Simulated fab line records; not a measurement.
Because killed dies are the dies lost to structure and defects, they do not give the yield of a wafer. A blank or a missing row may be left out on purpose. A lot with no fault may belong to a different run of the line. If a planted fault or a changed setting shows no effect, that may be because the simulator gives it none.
Chamber matching | flow n5 finfet | rie diel-06 running N5_BEOL_M8_DESCUM_16: 4 sister chambers
The step chemistry O2, time 7.9 s. 4 wafers are shown with their chamber, then 8 later ones without.

== WAFERS, EACH WITH ITS CHAMBER ==
wafer  | chamber | throttle valve pct (%)
L087.5 | 0       | 19.84
L089.2 | 1       | 20.15
L089.6 | 3       | 20.31
L091.1 | 2       | 20.55

== WAFERS WITH NO CHAMBER GIVEN ==
wafer  | throttle valve pct (%)
L091.2 | 19.87
L091.6 | 20.31
L094.1 | 20.58
L094.2 | 20.32
L094.4 | 19.88
L097.1 | 19.88
L097.2 | 20.58
L097.6 | 20.31

== THE CHAMBER EACH PASSED THROUGH ==
wafer  | from the rows above | in truth
L091.2 | 0                   | 0
L091.6 | 3                   | 3
L094.1 | 2                   | 2
L094.2 | 3                   | 3
L094.4 | 0                   | 0
L097.1 | 0                   | 0
L097.2 | 2                   | 2
L097.6 | 3                   | 3
Correct placement for 8 of the 8. Left unplaced by these rows: 0. Wrongly placed: 0.
How it was worked out, from the rows above alone: a wafer's distance from a chamber is the root of the sum, over the readings, of the square of ((its reading less the chamber's mean) divided by the reading's scatter). The wafer belongs to the nearest chamber; if the next one is less than 2 further off, it can't be placed. Each chamber's mean is taken over the wafers shown for it. The scatter: with one shown wafer a chamber, the root of the mean of the squares of how far each hidden wafer lies from its nearest shown one.
